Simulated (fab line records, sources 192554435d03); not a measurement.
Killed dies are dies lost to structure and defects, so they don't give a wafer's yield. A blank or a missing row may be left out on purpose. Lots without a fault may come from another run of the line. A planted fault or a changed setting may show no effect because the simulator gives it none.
A lot that was struck, set against a sound lot / flow n5-finfet / 20 steps out of a route of 1938
Sound: wafers L487.1, L487.4, L487.5. The struck wafers were L492.2, L492.3, L492.6. The cause comes at the end.
Per side, at each step with rows, come the tool, then ch with its chambers, and then its first start. Under that, the readings that differ: sound wafers / struck wafers / difference of the means / sigmas: that difference in standard deviations of wafers without a fault.
alike: same words and numbers on both sides, and readings whose means sit less than 2 such deviations apart. not compared: any withheld reading, any reading some wafer has no value for, any bound like >300 that may hide the same value, and any number with overlapping values for which the record gives no deviation.
Wherever a step has rows on one side only, a row that says differs or no value, or a row with sigmas, the two part there. Non-overlapping numbers with no deviation appear without sigmas and do not part them. A reading missing from all wafers of one side parts the sides only when that side holds two or more wafers.

first, 2 steps without rows for these wafers: N5_BEOL_M1_STRIP_65 (strips in N2/H2); N5_BEOL_M1_STRIP_75 (strips in N2/H2).
N5_BEOL_M1_STRIP_66: strips in CF4.
  sound on rie-diel-01 ch 0,1,3, day 8 00:23; struck on rie-diel-04 ch 0,2, day 10 07:06
  alike: drypump-motor-current-A, oes-product-au, rf-vpp-V, showerhead-plenum-p-Torr, throttle-valve-pct
  not compared: rf-hours-counter-h
N5_BEOL_M1_HM_OPEN_17: chemistry Cl2/BCl3, target TiN, target depth 20 nm, overetch 6 nm.
  sound on rie-metal-01 ch 0,1, day 8 00:25; struck on rie-metal-02 ch 1, day 10 07:10
reading=throttle-valve-pct (%); sound=22.49 22.32 22.47; struck=21.77 21.76 21.75; difference=-0.67; sigmas=-2
  alike: drypump-motor-current-A, mfc-cl2-sccm, oes-product-au
  not compared: rf-hours-counter-h
N5_BEOL_M1_STRIP_19: strips in O2.
  sound on rie-diel-03 ch 0,3, day 8 00:35; struck on rie-diel-01 ch 1,3, day 10 07:20
reading=rf-vpp-V (V); sound=2.9 4.0 3.2; struck=4.3 5.2 3.7; difference=+1.0; sigmas=+2
  alike: drypump-motor-current-A, oes-product-au, showerhead-plenum-p-Torr, throttle-valve-pct
  not compared: rf-hours-counter-h
N5_BEOL_M1_CD_MEAS_18: pitch 36 nm, target cd 18 nm.
  struck on cd-sem-01, day 10 07:25; sound on cd-sem-01, day 8 00:40
  alike: cd-nm
then, 6 steps without rows for these wafers: N5_BEOL_M1_COAT_67 (time 60 s, resist thk 60 nm); N5_BEOL_M1_COAT_68 (time 60 s, resist thk 12 nm); N5_BEOL_M1_COAT_76 (time 60 s, resist thk 5 nm); N5_BEOL_M1_COAT_22 (resist thk 30 nm); N5_BEOL_M1_EBR_24; N5_BEOL_M1_SOFTBAKE_23 (time 60 s).
N5_BEOL_M1_EXPOSE_25: exposes mask V0, defocus 5 nm, target cd 24 nm.
  sound on euv-scanner-02 ch 0, day 8 00:50; struck on euv-scanner-01 ch 0, day 10 07:43
reading=model.BEOL_M1.overlay-x-nm (nm); sound=0.6 0.6 0.6; struck=6.4 6.4 6.4; difference=+5.8; sigmas=
  alike: mask
then, 2 steps without rows for these wafers: N5_BEOL_M1_PEB_26 (peb time 60 s); N5_BEOL_M1_DEVELOP_27 (develop time 30 s).
N5_BEOL_M1_CD_MEAS_28: target cd y 23.3 nm.
  sound on cd-sem-02 ch 0, day 8 00:59; struck on cd-sem-01 ch 0, day 10 07:51
  alike: cd-nm
N5_BEOL_M1_OVL_MEAS_29:
  sound on overlay-01 ch 0, day 8 01:01; struck on overlay-01 ch 0, day 10 07:53
reading=V0_OVL (nm); sound=1.3 0.2 1.5; struck=6.4 7.0 6.5; difference=+5.6; sigmas=+8
N5_BEOL_M1_INSPECT_30: inspects for defects (brightfield).
  struck on defect-inspect-02, day 10 07:56; sound on defect-inspect-01, day 8 01:04
  alike: raw-defect-count
N5_BEOL_M4_RC_MEAS_101:
  sound on prober-02 ch 0, day 9 18:12; struck on prober-02 ch 0, day 11 21:46
  alike: DIBL_N, DIBL_P, IOFF_N, IOFF_P, ION_N, ION_P, SS_N, SS_P, VT_N, VT_P
-- here the record skips 4 days between the struck wafers' starts before and after, leaving off in module BEOL_M4 and picking up in module PASSIVATION (first step shown: number 1936 of the route) --
N5_PASSIVATION_PROBE_49:
  record: rows for the struck wafers here (prober-02, day 16 00:34), none for the sound ones

WHERE THEY PART
Last at N5_PASSIVATION_PROBE_49 as far as this record goes, first at N5_BEOL_M1_HM_OPEN_17.

WHY: the cause the simulator had injected
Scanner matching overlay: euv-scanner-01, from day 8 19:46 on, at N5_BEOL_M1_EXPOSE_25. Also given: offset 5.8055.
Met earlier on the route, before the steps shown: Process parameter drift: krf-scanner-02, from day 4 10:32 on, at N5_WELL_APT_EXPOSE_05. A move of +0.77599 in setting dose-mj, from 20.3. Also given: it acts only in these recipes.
